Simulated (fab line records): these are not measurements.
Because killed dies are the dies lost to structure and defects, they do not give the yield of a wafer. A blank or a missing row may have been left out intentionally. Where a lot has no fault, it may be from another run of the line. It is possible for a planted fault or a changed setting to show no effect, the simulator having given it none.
The tool behind it: which one? / flow n5 finfet / 8 lots, 23 wafers sampled, at 8 steps of a route of 1938

== WHAT THE GAUGES READ, wafer by wafer ==
N5_BEOL_M0_SAQP_THK_MEAS_05. Usual: thk nm reads 60.1 nm (standard deviation 0.85).
lot=L973; measured=day 5 23:33; on=film metro-02; thk nm (nm)=60.1 61.2 61.2; flag=
lot=L974; measured=day 6 22:23; on=film metro-01; thk nm (nm)=59.3 59.9 60.1; flag=
lot=L984; measured=day 8 21:01; on=film metro-01; thk nm (nm)=59.7 61.2 60.5; flag=
lot=L985; measured=day 9 00:24; on=film metro-01; thk nm (nm)=60.0 60.8 60.7; flag=
lot=L988; measured=day 9 14:28; on=film metro-02; thk nm (nm)=88.8 59.6 90.3; flag=OFF
lot=L989; measured=day 10 01:05; on=film metro-01; thk nm (nm)=59.1 59.0 59.7; flag=
lot=L992; measured=day 10 17:10; on=film metro-02; thk nm (nm)=88.1 89.2; flag=OFF
lot=L994; measured=day 11 04:01; on=film metro-01; thk nm (nm)=88.5 59.6 60.8; flag=OFF

N5_BEOL_M0_SAQP_CD_MEAS_14: the cd target is 42.5 nm. Usual: cd nm reads 42.4 nm (standard deviation 0.35).
lot=L973; measured=day 6 00:02; on=cd sem-01; cd nm (nm)=43.0 41.8 42.5; flag=
lot=L974; measured=day 6 22:53; on=cd sem-03; cd nm (nm)=42.4 42.5 42.6; flag=
lot=L984; measured=day 8 21:29; on=cd sem-03; cd nm (nm)=42.2 42.2 43.1; flag=
lot=L985; measured=day 9 00:45; on=cd sem-01; cd nm (nm)=42.9 42.8 42.5; flag=
lot=L988; measured=day 9 14:57; on=cd sem-01; cd nm (nm)=42.8 42.7 42.9; flag=
lot=L989; measured=day 10 01:26; on=cd sem-02; cd nm (nm)=42.4 42.5 42.3; flag=
lot=L992; measured=day 10 17:32; on=cd sem-03; cd nm (nm)=42.3 41.7; flag=
lot=L994; measured=day 11 04:29; on=cd sem-03; cd nm (nm)=42.2 42.6 42.2; flag=

N5_BEOL_M0_SAQP_INSPECT_42: inspects for defects (brightfield). Usual: raw defect count reads 280 (standard deviation 88).
lot=L973; measured=day 6 04:11; on=defect inspect-01; raw defect count=181 200 235; flag=
lot=L974; measured=day 7 04:55; on=defect inspect-01; raw defect count=368 312 292; flag=
lot=L984; measured=day 9 03:12; on=defect inspect-02; raw defect count=238 208 360; flag=
lot=L985; measured=day 9 05:31; on=defect inspect-02; raw defect count=248 191 250; flag=
lot=L988; measured=day 9 20:14; on=defect inspect-02; raw defect count=1347 143 1736; flag=OFF
lot=L989; measured=day 10 05:31; on=defect inspect-02; raw defect count=175 234 189; flag=
lot=L992; measured=day 10 22:29; on=defect inspect-01; raw defect count=1475 1513; flag=OFF
lot=L994; measured=day 11 08:37; on=defect inspect-01; raw defect count=1205 335 280; flag=OFF

N5_BEOL_M4_RC_MEAS_101. Usual: DIBL_N 35.8 mV/V, standard deviation 1.8; DIBL_P 35.6 mV/V, standard deviation 2; IOFF_N 0.148 nA/um, standard deviation 0.028; IOFF_P 0.20 nA/um, standard deviation 0.034; ION_N 672 uA/um, standard deviation 12; ION_P 462 uA/um, standard deviation 8.5; SS_N 71.2 mV/dec, standard deviation 0.65; SS_P 73.1 mV/dec, standard deviation 0.67; VT_N 251 mV, standard deviation 3.3; VT_P -251 mV, standard deviation 3.8.
lot=L973; measured=day 8 00:16; on=prober-01; DIBL_N (mV/V)=35.3 34.6 35.5; DIBL_P (mV/V)=35.9 34.8 35.3; IOFF_N (nA/um)=0.161 0.154 0.159; IOFF_P (nA/um)=0.22 0.20 0.22; ION_N (uA/um)=685 675 682; ION_P (uA/um)=471 462 471; SS_N (mV/dec)=71.8 71.3 72.4; SS_P (mV/dec)=73.3 73.1 72.5; VT_N (mV)=252 250 252; VT_P (mV)=-248 -248 -248; flag=
lot=L974; measured=day 9 00:37; on=prober-01; DIBL_N (mV/V)=36.3 36.9 38.3; DIBL_P (mV/V)=34.1 34.5 36.7; IOFF_N (nA/um)=0.138 0.141 0.175; IOFF_P (nA/um)=0.20 0.21 0.24; ION_N (uA/um)=662 675 677; ION_P (uA/um)=464 469 468; SS_N (mV/dec)=71.5 70.9 71.1; SS_P (mV/dec)=73.2 73.8 73.7; VT_N (mV)=253 253 247; VT_P (mV)=-248 -248 -248; flag=
lot=L984; measured=day 11 07:08; on=prober-02; DIBL_N (mV/V)=39.7 36.7 38.2; DIBL_P (mV/V)=38.6 35.2 37.0; IOFF_N (nA/um)=0.244 0.162 0.192; IOFF_P (nA/um)=0.31 0.25 0.27; ION_N (uA/um)=677 668 669; ION_P (uA/um)=467 468 459; SS_N (mV/dec)=73.2 72.6 72.4; SS_P (mV/dec)=74.3 73.2 74.0; VT_N (mV)=245 252 248; VT_P (mV)=-242 -243 -248; flag=
lot=L985; measured=day 11 04:51; on=prober-01; DIBL_N (mV/V)=34.9 34.6 34.2; DIBL_P (mV/V)=35.3 34.7 35.1; IOFF_N (nA/um)=0.141 0.142 0.134; IOFF_P (nA/um)=0.21 0.21 0.21; ION_N (uA/um)=672 671 673; ION_P (uA/um)=466 473 463; SS_N (mV/dec)=71.2 70.9 70.0; SS_P (mV/dec)=72.7 72.8 72.3; VT_N (mV)=251 252 249; VT_P (mV)=-248 -251 -251; flag=
lot=L988; measured=day 12 00:22; on=prober-02; DIBL_N (mV/V)=32.6; DIBL_P (mV/V)=32.9; IOFF_N (nA/um)=0.076; IOFF_P (nA/um)=0.12; ION_N (uA/um)=626; ION_P (uA/um)=430; SS_N (mV/dec)=70.0; SS_P (mV/dec)=71.7; VT_N (mV)=266; VT_P (mV)=-260; flag=OFF
lot=L989; measured=day 12 03:19; on=prober-01; DIBL_N (mV/V)=38.5 35.8 35.6; DIBL_P (mV/V)=39.8 34.5 36.1; IOFF_N (nA/um)=0.191 0.137 0.146; IOFF_P (nA/um)=0.25 0.17 0.18; ION_N (uA/um)=679 663 683; ION_P (uA/um)=463 454 466; SS_N (mV/dec)=72.1 71.6 71.5; SS_P (mV/dec)=73.7 73.0 73.1; VT_N (mV)=248 252 251; VT_P (mV)=-248 -252 -255; flag=
lot=L992; measured=day 13 03:05; on=prober-01; DIBL_N (mV/V)=38.0; DIBL_P (mV/V)=39.9; IOFF_N (nA/um)=0.183; IOFF_P (nA/um)=0.25; ION_N (uA/um)=682; ION_P (uA/um)=472; SS_N (mV/dec)=72.0; SS_P (mV/dec)=74.1; VT_N (mV)=250; VT_P (mV)=-247; flag=
lot=L994; measured=day 13 22:43; on=prober-02; DIBL_N (mV/V)=34.5 35.1 35.3; DIBL_P (mV/V)=34.1 35.6 35.2; IOFF_N (nA/um)=0.145 0.163 0.164; IOFF_P (nA/um)=0.19 0.21 0.21; ION_N (uA/um)=673 687 692; ION_P (uA/um)=471 470 469; SS_N (mV/dec)=70.7 70.5 70.9; SS_P (mV/dec)=72.4 72.9 72.9; VT_N (mV)=249 246 247; VT_P (mV)=-249 -247 -247; flag=

== WHAT TOOL EACH LOT RAN ON (gives the tool, then ch and the chambers of the sampled wafers, and finally the start) ==
lot=L973; N5_MOL_CONTACT_COAG_CVD_140=cvd w-02 ch 0,1, day 5 17:40; N5_BEOL_M0_SAQP_PECVD_04=pecvd-01 ch 1,2, day 5 23:27; N5_BEOL_M0_SAQP_DESCUM_19=rie diel-01 ch 0,1,3, day 6 00:07; N5_BEOL_M0_SAQP_MANDREL_ETCH_20=rie si-06 ch 0,2,3, day 6 00:23
lot=L974; N5_MOL_CONTACT_COAG_CVD_140=cvd w-02 ch 1, day 6 00:32; N5_BEOL_M0_SAQP_PECVD_04=pecvd-03 ch 1,2, day 6 22:18; N5_BEOL_M0_SAQP_DESCUM_19=rie diel-01 ch 0,1, day 6 22:58; N5_BEOL_M0_SAQP_MANDREL_ETCH_20=rie si-06 ch 0,3, day 6 23:14
lot=L984; N5_MOL_CONTACT_COAG_CVD_140=cvd w-01 ch 0,1, day 8 16:34; N5_BEOL_M0_SAQP_PECVD_04=pecvd-02 ch 0,1, day 8 20:55; N5_BEOL_M0_SAQP_DESCUM_19=rie diel-01 ch 0,2,3, day 8 21:37; N5_BEOL_M0_SAQP_MANDREL_ETCH_20=rie si-06 ch 0,3, day 8 21:54
lot=L985; N5_MOL_CONTACT_COAG_CVD_140=cvd w-02 ch 0, day 8 19:37; N5_BEOL_M0_SAQP_PECVD_04=pecvd-01 ch 1,2, day 9 00:18; N5_BEOL_M0_SAQP_DESCUM_19=rie diel-01 ch 0,1,3, day 9 01:04; N5_BEOL_M0_SAQP_MANDREL_ETCH_20=rie si-01 ch 1,3, day 9 01:21
lot=L988; N5_MOL_CONTACT_COAG_CVD_140=cvd w-01 ch 0,1, day 9 09:32; N5_BEOL_M0_SAQP_PECVD_04=pecvd-01 ch 0,2, day 9 14:22; N5_BEOL_M0_SAQP_DESCUM_19=rie diel-01 ch 0,1,2, day 9 15:02; N5_BEOL_M0_SAQP_MANDREL_ETCH_20=rie si-02 ch 0,3, day 9 15:19
lot=L989; N5_MOL_CONTACT_COAG_CVD_140=cvd w-02 ch 0,1, day 9 20:10; N5_BEOL_M0_SAQP_PECVD_04=pecvd-02 ch 0,1, day 10 00:57; N5_BEOL_M0_SAQP_DESCUM_19=rie diel-01 ch 0,1,2, day 10 01:31; N5_BEOL_M0_SAQP_MANDREL_ETCH_20=rie si-06 ch 0,1,3, day 10 01:48
lot=L992; N5_MOL_CONTACT_COAG_CVD_140=cvd w-02 ch 0, day 10 11:35; N5_BEOL_M0_SAQP_PECVD_04=pecvd-01 ch 0,1, day 10 17:05; N5_BEOL_M0_SAQP_DESCUM_19=rie diel-01 ch 2,3, day 10 17:49; N5_BEOL_M0_SAQP_MANDREL_ETCH_20=rie si-06 ch 0,1, day 10 18:06
lot=L994; N5_MOL_CONTACT_COAG_CVD_140=cvd w-01 ch 0,1, day 10 22:23; N5_BEOL_M0_SAQP_PECVD_04=pecvd-01 ch 0,1, day 11 03:53; N5_BEOL_M0_SAQP_DESCUM_19=rie diel-01 ch 0,2,3, day 11 04:35; N5_BEOL_M0_SAQP_MANDREL_ETCH_20=rie si-02 ch 2,3, day 11 04:52
- N5_MOL_CONTACT_COAG_CVD_140: deposits W, target thk 66.5 nm, time 215 s.
- N5_BEOL_M0_SAQP_PECVD_04: deposits a-Si from SiH4/He, target thk 60 nm, time 60.2 s.
- N5_BEOL_M0_SAQP_DESCUM_19: chemistry O2, time 7.9 s.
- N5_BEOL_M0_SAQP_MANDREL_ETCH_20: etches a-Si in HBr/Cl2, stops on SiNx, target depth 60 nm, bt time 10 s, time 30 s.

== AS READ BY THE TOOLS THEMSELVES (means over the sampled wafers that have a number; for cases with no such wafer, the mark the record gives instead) ==
N5_MOL_CONTACT_COAG_CVD_140. Usual: heater power w reads 474 W (standard deviation 37).
lot=L973; tool=cvd w-02; heater power w (W)=477; flag=
lot=L974; tool=cvd w-02; heater power w (W)=458; flag=
lot=L984; tool=cvd w-01; heater power w (W)=442; flag=
lot=L985; tool=cvd w-02; heater power w (W)=521; flag=
lot=L988; tool=cvd w-01; heater power w (W)=449; flag=
lot=L989; tool=cvd w-02; heater power w (W)=495; flag=
lot=L992; tool=cvd w-02; heater power w (W)=516; flag=
lot=L994; tool=cvd w-01; heater power w (W)=450; flag=

N5_BEOL_M0_SAQP_PECVD_04. Usual: heater power w 626 W, standard deviation 62; showerhead plenum p Torr 5.68 Torr, standard deviation 0.038; throttle valve pct 18.3 %, standard deviation 0.7.
lot=L973; tool=pecvd-01; heater power w (W)=695; showerhead plenum p Torr (Torr)=5.71; throttle valve pct (%)=18.5; flag=
lot=L974; tool=pecvd-03; heater power w (W)=553; showerhead plenum p Torr (Torr)=5.68; throttle valve pct (%)=17.6; flag=
lot=L984; tool=pecvd-02; heater power w (W)=715; showerhead plenum p Torr (Torr)=5.68; throttle valve pct (%)=19.3; flag=
lot=L985; tool=pecvd-01; heater power w (W)=651; showerhead plenum p Torr (Torr)=5.70; throttle valve pct (%)=18.5; flag=
lot=L988; tool=pecvd-01; heater power w (W)=626; showerhead plenum p Torr (Torr)=5.68; throttle valve pct (%)=18.4; flag=
lot=L989; tool=pecvd-02; heater power w (W)=642; showerhead plenum p Torr (Torr)=5.67; throttle valve pct (%)=18.9; flag=
lot=L992; tool=pecvd-01; heater power w (W)=622; showerhead plenum p Torr (Torr)=5.67; throttle valve pct (%)=18.1; flag=
lot=L994; tool=pecvd-01; heater power w (W)=605; showerhead plenum p Torr (Torr)=5.65; throttle valve pct (%)=17.8; flag=

N5_BEOL_M0_SAQP_DESCUM_19. Usual: drypump motor current A 5.5 A, standard deviation 0.4; oes product au 0.79 a.u., standard deviation 0.11; rf vpp V 243.4 V, standard deviation 1.4; showerhead plenum p Torr 2.12 Torr, standard deviation 0.069; throttle valve pct 20.36 %, standard deviation 0.25.
lot=L973; tool=rie diel-01; drypump motor current A (A)=5.6; oes product au (a.u.)=0.75; rf vpp V (V)=243.5; showerhead plenum p Torr (Torr)=2.15; throttle valve pct (%)=20.34; flag=
lot=L974; tool=rie diel-01; drypump motor current A (A)=5.5; oes product au (a.u.)=0.79; rf vpp V (V)=243.1; showerhead plenum p Torr (Torr)=2.17; throttle valve pct (%)=20.39; flag=
lot=L984; tool=rie diel-01; drypump motor current A (A)=5.5; oes product au (a.u.)=0.75; rf vpp V (V)=243.3; showerhead plenum p Torr (Torr)=2.15; throttle valve pct (%)=20.44; flag=
lot=L985; tool=rie diel-01; drypump motor current A (A)=5.7; oes product au (a.u.)=0.84; rf vpp V (V)=243.9; showerhead plenum p Torr (Torr)=2.14; throttle valve pct (%)=20.20; flag=
lot=L988; tool=rie diel-01; drypump motor current A (A)=5.6; oes product au (a.u.)=0.83; rf vpp V (V)=243.2; showerhead plenum p Torr (Torr)=2.12; throttle valve pct (%)=20.29; flag=
lot=L989; tool=rie diel-01; drypump motor current A (A)=5.6; oes product au (a.u.)=0.83; rf vpp V (V)=242.7; showerhead plenum p Torr (Torr)=2.11; throttle valve pct (%)=20.30; flag=
lot=L992; tool=rie diel-01; drypump motor current A (A)=5.6; oes product au (a.u.)=0.69; rf vpp V (V)=243.2; showerhead plenum p Torr (Torr)=2.12; throttle valve pct (%)=20.46; flag=
lot=L994; tool=rie diel-01; drypump motor current A (A)=5.5; oes product au (a.u.)=0.73; rf vpp V (V)=244.1; showerhead plenum p Torr (Torr)=2.15; throttle valve pct (%)=20.46; flag=

N5_BEOL_M0_SAQP_MANDREL_ETCH_20. Usual: drypump motor current A 5.85 A, standard deviation 0.26; oes product au 0.775 a.u., standard deviation 0.015; throttle valve pct 35.6 %, standard deviation 0.37.
lot=L973; tool=rie si-06; drypump motor current A (A)=6.05; oes product au (a.u.)=0.786; throttle valve pct (%)=35.6; flag=
lot=L974; tool=rie si-06; drypump motor current A (A)=6.11; oes product au (a.u.)=0.776; throttle valve pct (%)=35.5; flag=
lot=L984; tool=rie si-06; drypump motor current A (A)=6.02; oes product au (a.u.)=0.795; throttle valve pct (%)=35.9; flag=
lot=L985; tool=rie si-01; drypump motor current A (A)=5.97; oes product au (a.u.)=0.778; throttle valve pct (%)=35.5; flag=
lot=L988; tool=rie si-02; drypump motor current A (A)=5.44; oes product au (a.u.)=0.891; throttle valve pct (%)=35.2; flag=OFF
lot=L989; tool=rie si-06; drypump motor current A (A)=5.98; oes product au (a.u.)=0.772; throttle valve pct (%)=35.8; flag=
lot=L992; tool=rie si-06; drypump motor current A (A)=5.88; oes product au (a.u.)=0.976; throttle valve pct (%)=35.6; flag=OFF
lot=L994; tool=rie si-02; drypump motor current A (A)=5.82; oes product au (a.u.)=0.822; throttle valve pct (%)=35.3; flag=OFF

== THE ANSWER, worked out from the rows above alone ==
Rule: take the mean of a lot's wafers that have a number; if it is more than 3 standard deviations from the usual mean, the lot is off. A lot without any number at a reading at which 4 lots or more have one is off too. Where the step has rows for the other lots, those lots are counted as sound. The gauges are gone through in route order, then the tools' own readings, and for those a lot's mean is taken as printed above. At the first step where some lot is off, the reading lying furthest off is the one used; lots without a number count as furthest.
Off, at N5_BEOL_M0_SAQP_THK_MEAS_05 on thk nm: L988, L992, L994.
If a tool, at a process step before that reading, ran all the lots that are off and no sound lot after the first of them, it fits. Not tried: the gauges at N5_BEOL_M0_SAQP_THK_MEAS_05; whatever is off there is also off at N5_BEOL_M0_SAQP_INSPECT_42, on other tools, and gauge error can't account for it. One fits: pecvd-01 at N5_BEOL_M0_SAQP_PECVD_04. A fault onset in the window from L985 (day 9 00:18, its last sound lot) to L988 (day 9 14:22, its first lot off) fits.

== WHAT THE SIMULATOR HAD PUT IN ==
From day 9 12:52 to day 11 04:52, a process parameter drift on pecvd-01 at N5_BEOL_M0_SAQP_PECVD_04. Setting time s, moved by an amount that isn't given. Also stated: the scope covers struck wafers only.
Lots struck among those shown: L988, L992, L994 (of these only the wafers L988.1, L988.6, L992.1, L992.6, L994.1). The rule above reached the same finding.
